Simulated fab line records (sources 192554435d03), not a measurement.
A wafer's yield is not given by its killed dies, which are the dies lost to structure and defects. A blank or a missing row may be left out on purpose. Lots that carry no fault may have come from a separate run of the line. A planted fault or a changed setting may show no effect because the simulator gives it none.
Which tool was responsible? / flow n5-finfet / 10 lots, 30 wafers sampled, at 5 steps of a route of 1938

## WHAT EACH GAUGE READ, for each wafer
N5_MOL_CONTACT_COAG_CD_MEAS_84: target cd 25.1 nm.
lot=L702; measured=day 5 12:22; on=cd-sem-01; cd-nm (nm)=24.85 24.95 25.39
lot=L705; measured=day 6 05:25; on=cd-sem-01; cd-nm (nm)=24.85 24.91 25.22
lot=L708; measured=day 6 23:16; on=cd-sem-03; cd-nm (nm)=25.22 24.92 25.23
lot=L709; measured=day 7 05:46; on=cd-sem-02; cd-nm (nm)=25.23 25.27 25.22
lot=L710; measured=day 7 16:22; on=cd-sem-03; cd-nm (nm)=25.52 25.05 25.46
lot=L719; measured=day 9 22:19; on=cd-sem-03; cd-nm (nm)=24.99 24.87 24.58
lot=L720; measured=day 10 02:26; on=cd-sem-02; cd-nm (nm)=24.54 25.11 24.87
lot=L721; measured=day 10 06:14; on=cd-sem-02; cd-nm (nm)=24.84 24.93 24.99
lot=L722; measured=day 10 12:23; on=cd-sem-02; cd-nm (nm)=25.32 25.09 25.32
lot=L723; measured=day 11 01:13; on=cd-sem-01; cd-nm (nm)=25.44 24.90 25.16

N5_BEOL_M4_RC_MEAS_101.
lot=L702; measured=day 9 08:17; on=prober-02; DIBL_N (mV/V)=36.5 38.0 35.6; DIBL_P (mV/V)=35.4 37.1 34.9; IOFF_N (nA/um)=0.157 0.188 0.149; IOFF_P (nA/um)=0.23 0.26 0.22; ION_N (uA/um)=674 685 695; ION_P (uA/um)=461 476 479; SS_N (mV/dec)=72.0 72.2 71.3; SS_P (mV/dec)=72.8 73.8 73.0; VT_N (mV)=251.4 244.5 246.2; VT_P (mV)=-249 -245 -246
lot=L705; measured=day 9 16:22; on=prober-02; DIBL_N (mV/V)=36.9 37.0 35.6; DIBL_P (mV/V)=37.9 38.1 36.5; IOFF_N (nA/um)=0.179 0.182 0.160; IOFF_P (nA/um)=0.22 0.22 0.20; ION_N (uA/um)=673 688 697; ION_P (uA/um)=463 466 464; SS_N (mV/dec)=71.6 71.7 70.8; SS_P (mV/dec)=74.8 73.9 74.3; VT_N (mV)=245.1 246.4 248.8; VT_P (mV)=-251 -250 -253
lot=L708; measured=day 10 19:06; on=prober-01; DIBL_N (mV/V)=34.5 34.2 33.9; DIBL_P (mV/V)=35.3 35.9 34.6; IOFF_N (nA/um)=0.135 0.142 0.129; IOFF_P (nA/um)=0.17 0.18 0.17; ION_N (uA/um)=670 682 674; ION_P (uA/um)=452 464 461; SS_N (mV/dec)=71.3 71.1 71.5; SS_P (mV/dec)=72.5 72.5 72.6; VT_N (mV)=252.4 249.9 249.3; VT_P (mV)=-254 -250 -252
lot=L709; measured=day 10 18:48; on=prober-02; DIBL_N (mV/V)=38.9 39.4 39.1; DIBL_P (mV/V)=37.9 38.2 37.9; IOFF_N (nA/um)=0.218 0.235 0.222; IOFF_P (nA/um)=0.28 0.28 0.28; ION_N (uA/um)=683 689 696; ION_P (uA/um)=474 469 473; SS_N (mV/dec)=72.0 72.1 72.5; SS_P (mV/dec)=73.7 74.2 73.8; VT_N (mV)=246.9 242.8 244.2; VT_P (mV)=-247 -246 -245
lot=L710; measured=day 11 14:23; on=prober-02; DIBL_N (mV/V)=35.7 36.0 35.3; DIBL_P (mV/V)=36.2 36.5 35.6; IOFF_N (nA/um)=0.166 0.165 0.152; IOFF_P (nA/um)=0.22 0.22 0.21; ION_N (uA/um)=674 677 667; ION_P (uA/um)=464 463 458; SS_N (mV/dec)=71.5 70.5 71.2; SS_P (mV/dec)=73.8 73.2 73.4; VT_N (mV)=249.9 250.0 250.9; VT_P (mV)=-248 -248 -249
lot=L719; measured=day 13 19:29; on=prober-01; DIBL_N (mV/V)=33.9 34.3 34.3; DIBL_P (mV/V)=34.1 34.0 33.9; IOFF_N (nA/um)=0.123 0.123 0.128; IOFF_P (nA/um)=0.21 0.20 0.21; ION_N (uA/um)=676 665 663; ION_P (uA/um)=477 459 467; SS_N (mV/dec)=71.4 71.0 71.2; SS_P (mV/dec)=72.4 73.1 72.2; VT_N (mV)=255.8 254.4 256.5; VT_P (mV)=-246 -248 -247
lot=L720; measured=day 13 16:11; on=prober-01; DIBL_N (mV/V)=38.4 35.0 35.9; DIBL_P (mV/V)=42.3 37.9 38.6; IOFF_N (nA/um)=0.213 0.145 0.164; IOFF_P (nA/um)=0.29 0.21 0.23; ION_N (uA/um)=685 680 682; ION_P (uA/um)=470 470 471; SS_N (mV/dec)=72.8 70.8 71.5; SS_P (mV/dec)=74.2 72.1 72.9; VT_N (mV)=246.6 248.1 250.8; VT_P (mV)=-245 -250 -249
lot=L721; measured=day 13 21:23; on=prober-01; DIBL_N (mV/V)=35.9 35.8 35.9; DIBL_P (mV/V)=35.8 36.3 36.1; IOFF_N (nA/um)=0.146 0.143 0.152; IOFF_P (nA/um)=0.20 0.20 0.20; ION_N (uA/um)=667 671 675; ION_P (uA/um)=459 467 462; SS_N (mV/dec)=71.0 71.2 71.4; SS_P (mV/dec)=73.1 73.1 72.5; VT_N (mV)=253.6 250.4 251.3; VT_P (mV)=-251 -253 -254
lot=L722; measured=day 14 04:17; on=prober-01; DIBL_N (mV/V)=36.0 34.9 35.7; DIBL_P (mV/V)=37.1 35.2 36.3; IOFF_N (nA/um)=0.169 0.145 0.164; IOFF_P (nA/um)=0.22 0.19 0.22; ION_N (uA/um)=669 662 672; ION_P (uA/um)=465 456 462; SS_N (mV/dec)=71.8 71.6 71.7; SS_P (mV/dec)=73.4 73.5 73.8; VT_N (mV)=249.5 252.3 250.3; VT_P (mV)=-250 -251 -248
lot=L723; measured=day 14 08:29; on=prober-01; DIBL_N (mV/V)=36.3 36.5 38.5; DIBL_P (mV/V)=35.8 35.5 39.0; IOFF_N (nA/um)=0.173 0.165 0.217; IOFF_P (nA/um)=0.24 0.23 0.30; ION_N (uA/um)=681 671 696; ION_P (uA/um)=463 462 473; SS_N (mV/dec)=71.5 72.0 72.0; SS_P (mV/dec)=73.2 74.0 74.1; VT_N (mV)=246.1 247.7 243.8; VT_P (mV)=-246 -246 -245

## WHAT TOOL EACH LOT RAN ON (gives the tool, then ch and the chambers of the sampled wafers, and finally the start)
lot=L702; N5_MOL_CONTACT_COAG_PRE_CLEAN_141=pvd-sputter-01, day 5 05:07; N5_MOL_CONTACT_COAG_CMP_23=cmp-03 ch 0,2,3, day 5 08:37; N5_MOL_CONTACT_COAG_ALD_123=ald-sin-03 ch 0,1,3, day 5 11:23
lot=L705; N5_MOL_CONTACT_COAG_PRE_CLEAN_141=pvd-sputter-03, day 5 22:17; N5_MOL_CONTACT_COAG_CMP_23=cmp-03 ch 1,2,3, day 6 01:44; N5_MOL_CONTACT_COAG_ALD_123=ald-sin-03 ch 0,1,2, day 6 04:27
lot=L708; N5_MOL_CONTACT_COAG_PRE_CLEAN_141=pvd-sputter-02, day 6 15:55; N5_MOL_CONTACT_COAG_CMP_23=cmp-01 ch 0,1,2, day 6 19:35; N5_MOL_CONTACT_COAG_ALD_123=ald-sin-03 ch 0,1, day 6 22:18
lot=L709; N5_MOL_CONTACT_COAG_PRE_CLEAN_141=pvd-sputter-03, day 6 23:04; N5_MOL_CONTACT_COAG_CMP_23=cmp-01 ch 0,1, day 7 02:04; N5_MOL_CONTACT_COAG_ALD_123=ald-sin-03 ch 0,1,2, day 7 04:47
lot=L710; N5_MOL_CONTACT_COAG_PRE_CLEAN_141=pvd-sputter-03, day 7 08:17; N5_MOL_CONTACT_COAG_CMP_23=cmp-01 ch 2,3, day 7 12:08; N5_MOL_CONTACT_COAG_ALD_123=ald-sin-01 ch 2,3, day 7 15:32
lot=L719; N5_MOL_CONTACT_COAG_PRE_CLEAN_141=pvd-sputter-01, day 9 15:23; N5_MOL_CONTACT_COAG_CMP_23=cmp-04 ch 0,2,3, day 9 18:42; N5_MOL_CONTACT_COAG_ALD_123=ald-sin-02 ch 2,3, day 9 21:28
lot=L720; N5_MOL_CONTACT_COAG_PRE_CLEAN_141=pvd-sputter-03, day 9 18:03; N5_MOL_CONTACT_COAG_CMP_23=cmp-03 ch 1,3, day 9 22:54; N5_MOL_CONTACT_COAG_ALD_123=ald-sin-03 ch 0,2,3, day 10 01:35
lot=L721; N5_MOL_CONTACT_COAG_PRE_CLEAN_141=pvd-sputter-01, day 9 23:53; N5_MOL_CONTACT_COAG_CMP_23=cmp-03 ch 2,3, day 10 02:40; N5_MOL_CONTACT_COAG_ALD_123=ald-sin-02 ch 0,1,3, day 10 05:23
lot=L722; N5_MOL_CONTACT_COAG_PRE_CLEAN_141=pvd-sputter-02, day 10 05:28; N5_MOL_CONTACT_COAG_CMP_23=cmp-04 ch 1,3, day 10 08:34; N5_MOL_CONTACT_COAG_ALD_123=ald-sin-03 ch 0,1, day 10 11:31
lot=L723; N5_MOL_CONTACT_COAG_PRE_CLEAN_141=pvd-sputter-02, day 10 14:44; N5_MOL_CONTACT_COAG_CMP_23=cmp-04 ch 0,3, day 10 20:02; N5_MOL_CONTACT_COAG_ALD_123=ald-sin-03 ch 1,2, day 11 00:15
- N5_MOL_CONTACT_COAG_PRE_CLEAN_141: time 60 s.
- N5_MOL_CONTACT_COAG_CMP_23: polishes, stops on SiO2, t overpolish 1.5 s, target thk 0 nm.
- N5_MOL_CONTACT_COAG_ALD_123: deposits SiNx, target thk 5 nm, pulse time 1 s, purge time 2 s.

## AS READ BY THE TOOLS THEMSELVES (means over the sampled wafers that have a number; for cases with no such wafer, the mark the record gives instead)
N5_MOL_CONTACT_COAG_PRE_CLEAN_141.
lot=L702; tool=pvd-sputter-01; heater-power-w (W)=424
lot=L705; tool=pvd-sputter-03; heater-power-w (W)=474
lot=L708; tool=pvd-sputter-02; heater-power-w (W)=478
lot=L709; tool=pvd-sputter-03; heater-power-w (W)=474
lot=L710; tool=pvd-sputter-03; heater-power-w (W)=480
lot=L719; tool=pvd-sputter-01; heater-power-w (W)=521
lot=L720; tool=pvd-sputter-03; heater-power-w (W)=491
lot=L721; tool=pvd-sputter-01; heater-power-w (W)=421
lot=L722; tool=pvd-sputter-02; heater-power-w (W)=439
lot=L723; tool=pvd-sputter-02; heater-power-w (W)=475

N5_MOL_CONTACT_COAG_CMP_23.
lot=L702; tool=cmp-03; head-pressure-psi (psi)=1.997; motor-current-A (A)=8.9; overpolish-run-s (s)=1.507; time-to-endpoint-s (s)=11.3
lot=L705; tool=cmp-03; head-pressure-psi (psi)=2.001; motor-current-A (A)=8.9; overpolish-run-s (s)=1.499; time-to-endpoint-s (s)=10.6
lot=L708; tool=cmp-01; head-pressure-psi (psi)=1.995; motor-current-A (A)=7.9; overpolish-run-s (s)=1.492; time-to-endpoint-s (s)=10.7
lot=L709; tool=cmp-01; head-pressure-psi (psi)=2.001; motor-current-A (A)=8.1; overpolish-run-s (s)=1.504; time-to-endpoint-s (s)=10.8
lot=L710; tool=cmp-01; head-pressure-psi (psi)=1.998; motor-current-A (A)=8.1; overpolish-run-s (s)=1.496; time-to-endpoint-s (s)=13.4
lot=L719; tool=cmp-04; head-pressure-psi (psi)=1.999; motor-current-A (A)=8.0; overpolish-run-s (s)=1.492; time-to-endpoint-s (s)=7.5
lot=L720; tool=cmp-03; head-pressure-psi (psi)=1.999; motor-current-A (A)=9.7; overpolish-run-s (s)=1.499; time-to-endpoint-s (s)=8.7
lot=L721; tool=cmp-03; head-pressure-psi (psi)=1.997; motor-current-A (A)=10.1; overpolish-run-s (s)=1.498; time-to-endpoint-s (s)=11.2
lot=L722; tool=cmp-04; head-pressure-psi (psi)=1.997; motor-current-A (A)=7.8; overpolish-run-s (s)=1.498; time-to-endpoint-s (s)=8.1
lot=L723; tool=cmp-04; head-pressure-psi (psi)=2.001; motor-current-A (A)=7.4; overpolish-run-s (s)=1.501; time-to-endpoint-s (s)=9.2

N5_MOL_CONTACT_COAG_ALD_123.
lot=L702; tool=ald-sin-03; heater-power-outer-w (W)=527; heater-power-w (W)=847; precursor-pulse-height-rel=1.000; susceptor-temp-C (C)=400.26
lot=L705; tool=ald-sin-03; heater-power-outer-w (W)=537; heater-power-w (W)=855; precursor-pulse-height-rel=1.001; susceptor-temp-C (C)=400.11
lot=L708; tool=ald-sin-03; heater-power-outer-w (W)=532; heater-power-w (W)=816; precursor-pulse-height-rel=0.995; susceptor-temp-C (C)=403.61
lot=L709; tool=ald-sin-03; heater-power-outer-w (W)=541; heater-power-w (W)=849; precursor-pulse-height-rel=1.010; susceptor-temp-C (C)=401.88
lot=L710; tool=ald-sin-01; heater-power-outer-w (W)=590; heater-power-w (W)=952; precursor-pulse-height-rel=0.991; susceptor-temp-C (C)=399.78
lot=L719; tool=ald-sin-02; heater-power-outer-w (W)=575; heater-power-w (W)=910; precursor-pulse-height-rel=0.974; susceptor-temp-C (C)=400.12
lot=L720; tool=ald-sin-03; heater-power-outer-w (W)=548; heater-power-w (W)=900; precursor-pulse-height-rel=0.994; susceptor-temp-C (C)=400.02
lot=L721; tool=ald-sin-02; heater-power-outer-w (W)=531; heater-power-w (W)=834; precursor-pulse-height-rel=1.004; susceptor-temp-C (C)=400.12
lot=L722; tool=ald-sin-03; heater-power-outer-w (W)=522; heater-power-w (W)=811; precursor-pulse-height-rel=0.996; susceptor-temp-C (C)=400.01
lot=L723; tool=ald-sin-03; heater-power-outer-w (W)=514; heater-power-w (W)=830; precursor-pulse-height-rel=1.007; susceptor-temp-C (C)=400.18

## THE ANSWER, worked out from the rows above alone
Rule: the usual values come from the lots themselves. Put in order of their means at a reading, lots are off if they are a third of the lots or fewer, leave a main group of 4 or more, and stand apart from it by a gap of 3 or more times the standard deviation of the main group's means; of several such gaps the widest counts. A main group is skipped when, at the precision printed for the reading in the tables above, its means are all equal. A lot without any number at a reading at which 4 lots or more have one is off too. All remaining lots with rows at the step are treated as sound. The gauges are gone through in route order, then the tools' own readings, and for those a lot's mean is taken as printed above. At the first step where some lot is off, the reading lying furthest off is the one used; lots without a number count as furthest.
Off: L708, L709, at N5_MOL_CONTACT_COAG_ALD_123 (susceptor-temp-C). Main group: mean 400.07 C, sd 0.13.
If a tool, at that step or one of the process steps before it, ran each lot that is off and ran no sound lot following the first of them, it fits. Not one of the candidates tried fits.

## WHAT WAS PUT IN BY THE SIMULATOR
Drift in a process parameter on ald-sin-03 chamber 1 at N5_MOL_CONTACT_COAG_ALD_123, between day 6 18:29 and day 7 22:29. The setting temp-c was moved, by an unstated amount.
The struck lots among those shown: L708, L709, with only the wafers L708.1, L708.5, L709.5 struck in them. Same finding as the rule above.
